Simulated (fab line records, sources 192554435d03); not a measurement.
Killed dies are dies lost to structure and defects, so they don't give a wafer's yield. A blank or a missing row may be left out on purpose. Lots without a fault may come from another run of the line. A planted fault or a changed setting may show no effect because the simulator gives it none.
fab line records | flow n5_finfet
record lots=12 wafers=36 last_day=19
route steps=1938 shown BEOL_M9@1422 BEOL_M15@1819 MIM_TOP_LITHO@1847 PASSIVATION@1936
lots that met no fault: from a run of the same line without faults
start_h: hours from the record's first day to the start of the lot's first wafer shown | wait_h: hours since the lot's step before | " the same as in the row above | L1.1+2: a row that stands for several wafers | - no value, or no start given | * or withheld: withheld | < > ~ a bound
route shown NAME@n: a module of which the file shows steps, and the number in the route of the first | usual: mean/standard deviation of fault-free wafers | same: alike in all rows | chamber/n: place in a boat | sites: the reading at each site | _std_site: their standard deviation | _edge_site: outer sites' mean less inner sites' | radius_mm: how far each site lies from the wafer's centre | mask NAME#n: copy n | behind: the tool/chamber that last shaped the wafer | hold: why the lot was held/for how many hours/how that ended | device: the transistor (n, p or np) that didn't switch | end of line: the same wafers' tests at the end of the route | a step without rows: its recipe alone | killed: dies lost to structure and defects at the first sort, not the wafer's yield | map: a wafer's dies, x killed, . not, _ none there
set.NAME: the setting as run; set.NAME@STEP: as run at that earlier step | model.NAME: the simulator's own value behind a step, which no gauge read
steps of the route over a sample of lots; a table a step, a row a wafer
services: from which hour (start_h, from the record's first day; less than 0 if before it) a tool's chamber was out of use, for how many hours, and why
## steps
# step N5_BEOL_M9_HM_OPEN_17
# recipe chemistry=Cl2/BCl3 target_depth_a=200 overetch_a=60 target=TiN mask_material=SOC ion_energy_ev=150 pressure_mtorr=10 icp_w=1000 bias_w=126 Cl2_flow_sccm=53.25 bcl3_flow_sccm=21.75 Ar_flow_sccm=25
# usual bcl3_flow_sccm=21.73/0.065 drypump_motor_current_A=5.9/0.64 mfc_cl2_sccm=53.22/0.16 oes_product_au=0.69/0.081 throttle_valve_pct=22.2/0.42
# columns lot.wafer tool chamber start_h wait_h bcl3_flow_sccm drypump_motor_current_A mfc_cl2_sccm oes_product_au rf_hours_counter_h throttle_valve_pct
L152.2 rie_metal-02 0 230.63 0.0 21.68 5.3 53.34 0.78 8 21.8
L152.3 " 1 " " 21.70 6.7 53.49 0.58 - 22.5
L152.5 " 1 " " 21.82 6.7 53.55 0.58 - 22.5
L150.2 rie_metal-03 1 235.74 0.0 21.67 5.3 53.03 0.80 4 22.3
L150.3 " 1 " " 21.76 5.3 52.87 0.81 - 22.3
L150.5 " 1 " " 21.78 5.3 52.91 0.81 - 22.3
L153.3 rie_metal-01 1 242.05 0.1 21.69 5.4 53.38 0.72 - 22.3
L153.4 " 0 " " 21.80 5.8 52.91 0.58 - 22.7
L153.6 " 0 " " 21.74 5.8 53.22 0.58 - 22.7
L151.3 rie_metal-01 0 242.57 0.1 21.80 5.8 53.39 0.58 - 22.7
L151.4 " 1 " " 21.68 5.4 53.29 0.73 - 22.3
L151.5 " 0 " " 21.72 5.8 53.40 0.58 - 22.7
L158.1 rie_metal-01 0 278.77 0.0 21.77 5.8 53.22 0.59 93 22.7
L158.4 " 1 " " 21.81 5.4 53.15 0.72 - 22.3
L158.5 " 0 " " 21.80 5.8 53.11 0.57 - 22.7
L155.3 rie_metal-01 1 279.71 0.1 21.80 5.4 53.12 0.72 - 22.2
L155.4 " 0 " " 21.72 5.8 53.09 0.57 - 22.7
L155.5 " 0 " " 21.83 5.8 53.22 0.57 - 22.7
L165.1 rie_metal-03 1 310.52 0.0 21.84 5.3 53.32 0.77 10 22.4
L165.2 " 0 " " 21.82 6.8 53.50 0.72 18 21.6
L165.4 " 1 " " 21.80 5.3 53.33 0.77 - 22.4
L166.2 rie_metal-03 1 333.13 0.0 21.61 5.3 53.30 0.77 12 22.4
L166.4 " 1 " " 21.70 5.3 53.10 0.76 - 22.4
L166.5 " 1 " " 21.68 5.3 53.27 0.77 - 22.4
L172.2 rie_metal-03 0 376.96 0.0 21.74 6.7 53.06 0.70 24 21.6
L172.4 " 1 " " 21.72 5.3 53.09 0.75 - 22.4
L172.6 " 0 " " 21.71 6.7 53.14 0.70 - 21.6
L168.1 rie_metal-01 0 377.55 0.0 21.76 5.9 53.02 0.56 99 22.8
L168.2 " 1 " " 21.74 5.4 53.05 0.68 31 22.3
L168.4 " 0 " " 21.84 5.9 53.27 0.55 - 22.8
L171.2 rie_metal-03 0 382.87 0.0 21.77 6.8 53.22 0.69 25 21.6
L171.3 " 1 " " 21.77 5.3 53.53 0.74 - 22.4
L171.5 " 1 " " 21.74 5.3 53.49 0.76 - 22.4
L170.3 rie_metal-03 0 387.07 0.1 21.79 6.7 53.12 0.70 - 21.6
L170.4 " 1 " " 21.72 5.3 53.50 0.74 - 22.4
L170.5 " 0 " " 21.79 6.8 53.05 0.70 - 21.6
# step N5_BEOL_M15_SPUTTER_43
# recipe material=TaN target_thk_a=150 temp_c=50 bias_v=168.6 power_w=15000 chamber_pressure_pa=0.12 time_s=24.19
# usual throttle_valve_pct=29.3/1.1
# columns lot.wafer tool chamber start_h wait_h throttle_valve_pct
L152.2 pvd_sputter-02 - 276.64 0.0 28.3
L152.3 " - " " 26.3
L152.5 " - " " 28.3
L150.2 pvd_sputter-02 - 282.82 0.0 30.2
L150.3 " - " " 30.7
L150.5 " - " " 26.7
L153.3 pvd_sputter-03 - 291.75 0.0 29.9
L153.4 " - " " 30.0
L153.6 " - " " 30.1
L151.3 pvd_sputter-01 - 294.67 0.0 30.0
L151.4 " - " " 28.4
L151.5 " - " " 30.4
L158.1 pvd_sputter-01 - 325.86 0.0 30.0
L158.4 " - " " 28.4
L158.5 " - " " 28.5
L155.3 pvd_sputter-02 - 331.91 0.0 30.6
L155.4 " - " " 26.8
L155.5 " - " " 30.3
L165.1 pvd_sputter-03 - 350.55 0.0 29.9
L165.2 " - " " 29.2
L165.4 " - " " 29.1
L166.2 pvd_sputter-03 - 375.08 0.0 29.5
L166.4 " - " " 29.5
L166.5 " - " " 30.1
L168.1 pvd_sputter-02 - 418.06 0.0 26.4
L168.2 " - " " 30.5
L168.4 " - " " 30.7
L172.2 pvd_sputter-03 - 430.74 0.0 28.9
L172.4 " - " " 29.3
L172.6 " - " " 29.1
L171.2 pvd_sputter-01 - 430.98 0.0 30.6
L171.3 " - " " 29.9
L171.5 " - " " 30.0
L170.3 pvd_sputter-01 - 433.68 0.0 28.8
L170.4 " - " " 30.2
L170.5 " - " " 28.7
# step N5_MIM_TOP_LITHO_CD_MEAS_08
# recipe target_cd_nm=2000 landing_energy_ev=500 detector=se_inlens
# usual cd_nm=1999.3/1.7
# columns lot.wafer tool chamber start_h wait_h cd_nm
L152.2 cd_sem-01 0 281.98 - 1998.1
L152.3 " 0 " " 2001.4
L152.5 " 0 " " 1997.4
L150.2 cd_sem-01 0 288.50 - 1999.9
L150.3 " 0 " " 1999.5
L150.5 " 0 " " 1998.7
L153.3 cd_sem-01 0 295.62 - 1997.4
L153.4 " 0 " " 1998.6
L153.6 " 0 " " 1997.3
L151.3 cd_sem-01 0 304.60 - 2000.5
L151.4 " 0 " " 2001.2
L151.5 " 0 " " 2000.5
L158.1 cd_sem-01 0 330.09 - 2000.4
L158.4 " 0 " " 1998.8
L158.5 " 0 " " 2002.6
L155.3 cd_sem-03 0 337.01 - 1996.7
L155.4 " 0 " " 1995.1
L155.5 " 0 " " 1999.1
L165.1 cd_sem-02 0 354.86 - 1998.5
L165.2 " 0 " " 1997.3
L165.4 " 0 " " 1996.7
L166.2 cd_sem-01 0 381.34 - 2002.7
L166.4 " 0 " " 2000.8
L166.5 " 0 " " 2000.8
L168.1 cd_sem-01 0 422.91 - 2001.0
L168.2 " 0 " " 1999.5
L168.4 " 0 " " 2001.4
L172.2 cd_sem-03 0 440.79 - 2000.5
L172.4 " 0 " " 2002.1
L172.6 " 0 " " 2002.2
L171.2 cd_sem-02 0 440.91 - 1999.0
L171.3 " 0 " " 1997.3
L171.5 " 0 " " 1999.1
L170.3 cd_sem-02 0 442.17 - 1997.3
L170.4 " 0 " " 2000.2
L170.5 " 0 " " 1997.9
# step N5_PASSIVATION_PROBE_49
# usual defect_limited_yield=91.3/1.4 killed_at_M0_to_M3=33/11 killed_at_M4_up=15/6.2 killed_at_contacts=13/6.5 killed_at_front_end=38/11 killed_at_other=3.4/2.6 killed_dies=102/17 killed_on_rim=13/4.1 killed_open=67/12 killed_short=34/7.9 sort_bin_5_function=5.1/0.88 sort_bin_6_memory=3.3/0.65 sort_n_pass=1078/17 sort_yield_pct=91.3/1.4
# same gross_dies=1180 killed_at_back_side=0 sort_bin_4_leakage[%]=0 sort_bin_8_speed[%]=0
# columns lot.wafer tool chamber start_h wait_h defect_limited_yield[%] killed_at_M0_to_M3 killed_at_M4_up killed_at_contacts killed_at_front_end killed_at_other killed_dies killed_on_rim killed_open killed_short sort_bin_5_function[%] sort_bin_6_memory[%] sort_n_pass sort_yield_pct[%]
L158.1 prober-02 - 340.67 0.3 89.9 36 11 11 60 1 119 18 70 45 6.2 3.4 1061 89.9
L158.4 prober-02 - 340.82 0.5 86.1 43 51 7 54 9 164 24 66 45 7.5 4.7 1016 86.1
L158.5 prober-02 - 340.87 0.5 91.0 28 13 8 55 2 106 14 70 31 4.7 3.6 1074 91.0
L155.3 prober-01 - 346.12 0.1 86.9 44 57 17 31 5 154 28 70 34 7.8 3.9 1026 86.9
L155.4 prober-01 - 346.17 0.2 91.4 36 10 18 29 9 102 11 76 26 5.5 3.1 1078 91.4
L155.5 prober-01 - 346.22 0.2 90.9 31 19 24 27 6 107 13 80 26 5.1 3.6 1073 90.9
L165.1 prober-01 - 369.30 0.0 93.1 21 17 3 41 0 82 12 45 34 4.1 2.7 1098 93.1
L165.4 prober-01 - 369.45 0.2 90.2 23 16 11 63 3 116 20 74 42 5.3 4.0 1064 90.2
# killed by level:class
L158.1 FIN_SAQP:geometric_particle:short=18 FIN_SAQP:geometric_particle:open=13 STI_FIN_REVEAL:geometric_particle:open=11 BEOL_M0_SAQP:geometric_particle:open=10 BEOL_M0_SAQP:geometric_particle:short=8 MOL_CONTACT_COAG:geometric_particle:open=7 BEOL_M2:geometric_particle:open=5 GATE_CUT:geometric_particle:short=4
L158.4 BEOL_M9:unspecified=46 FIN_SAQP:geometric_particle:short=18 BEOL_M1:geometric_particle:open=12 FIN_SAQP:geometric_particle:open=11 BEOL_M0_SAQP:geometric_particle:short=10 STI_FIN_REVEAL:geometric_particle:open=8 BEOL_M3:geometric_particle:open=8 MOL_CONTACT_COAG:geometric_particle:open=6
L158.5 FIN_SAQP:geometric_particle:open=16 STI_FIN_REVEAL:geometric_particle:open=10 FIN_SAQP:geometric_particle:short=9 BEOL_M1:geometric_particle:open=9 MOL_CONTACT_COAG:geometric_particle:open=6 BEOL_M0_SAQP:geometric_particle:open=6 BEOL_M5:geometric_particle:open=6 DUMMY_GATE:geometric_particle:open=4
L155.3 BEOL_M9:unspecified=47 MOL_CONTACT_COAG:geometric_particle:open=15 BEOL_M2:geometric_particle:open=9 BEOL_M0_SAQP:geometric_particle:open=8 BEOL_M1:geometric_particle:open=7 BEOL_M0_SAQP:geometric_particle:short=6 STARTING-WAFER:geometric_particle:short=6 GATE_CUT:geometric_particle:open=5
L155.4 MOL_CONTACT_COAG:geometric_particle:open=15 BEOL_M1:geometric_particle:open=11 FIN_SAQP:geometric_particle:open=10 BEOL_M0_SAQP:geometric_particle:open=9 BEOL_M3:geometric_particle:open=6 STI_FIN_REVEAL:geometric_particle:open=5 PASS1_CAP:geometric_particle:short=4 DUMMY_GATE:geometric_particle:open=3
L155.5 MOL_CONTACT_COAG:geometric_particle:open=19 BEOL_M4:geometric_particle:open=11 BEOL_M3:geometric_particle:open=8 STARTING-WAFER:geometric_particle:open=7 BEOL_M2:geometric_particle:open=6 MOL_CONTACT_COAG:geometric_particle:short=5 BEOL_M0_SAQP:geometric_particle:open=5 DUMMY_GATE:geometric_particle:open=4
L165.1 FIN_SAQP:geometric_particle:short=6 BEOL_M3:geometric_particle:open=6 STI_FIN_REVEAL:geometric_particle:open=5 FIN_SAQP:geometric_particle:open=4 STI_FIN_REVEAL:geometric_particle:short=4 ILD0:geometric_particle:short=4 BEOL_M0_SAQP:geometric_particle:short=4 BEOL_M6:geometric_particle:open=4
L165.4 FIN_SAQP:geometric_particle:open=11 FIN_SAQP:geometric_particle:short=10 GATE_CUT:geometric_particle:short=10 BEOL_M3:geometric_particle:open=9 MOL_CONTACT_COAG:geometric_particle:open=9 DUMMY_GATE:geometric_particle:open=8 BEOL_M4:geometric_particle:open=7 STI_FIN_REVEAL:geometric_particle:open=6
## services
# columns tool chamber start_h hours kind
rie_metal-02 0 213.82 4.2 repair
rie_metal-03 - 256.46 0.9 repair
rie_metal-03 - 282.04 1.4 pm
rie_metal-02 - 297.88 2.8 pm
rie_metal-01 - 305.91 15.6 pm
rie_metal-01 - 340.07 2.8 pm
rie_metal-02 1 356.42 - clean
rie_metal-02 1 356.42 27.2 scheduled_down
rie_metal-02 1 356.42 27.2 vent_cycle
pvd_sputter-01 - 370.77 4.7 repair
rie_metal-01 0 383.18 - clean
rie_metal-01 0 383.18 12.4 scheduled_down
rie_metal-01 0 383.18 12.4 vent_cycle
rie_metal-01 0 397.93 7.1 repair
## key
first_sign step=N5_PASSIVATION_PROBE_49 reading=killed_at_M4_up direction=up sigmas=6.4 usual=15 struck=54
effect step=N5_PASSIVATION_PROBE_49 reading=defect_limited_yield direction=down sigmas=3.4 usual=91.3 struck=86.5
more_kills_born_at N5_BEOL_M9_HM_OPEN_17@rie_metal-01=93
met_at N5_BEOL_M9_HM_OPEN_17
struck_lots L155,L158
struck_wafers L155.3,L158.4
not_acting_at N5_BEOL_M15_SPUTTER_43,N5_MIM_TOP_LITHO_CD_MEAS_08
onset_between 242.57 278.77
fault kind=chamber_particle_source tool=rie_metal-01 chamber=1 onset_h=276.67 steps=N5_BEOL_M9_HM_OPEN_17 rate_per_visit_cm2=0.46224 end_h=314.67
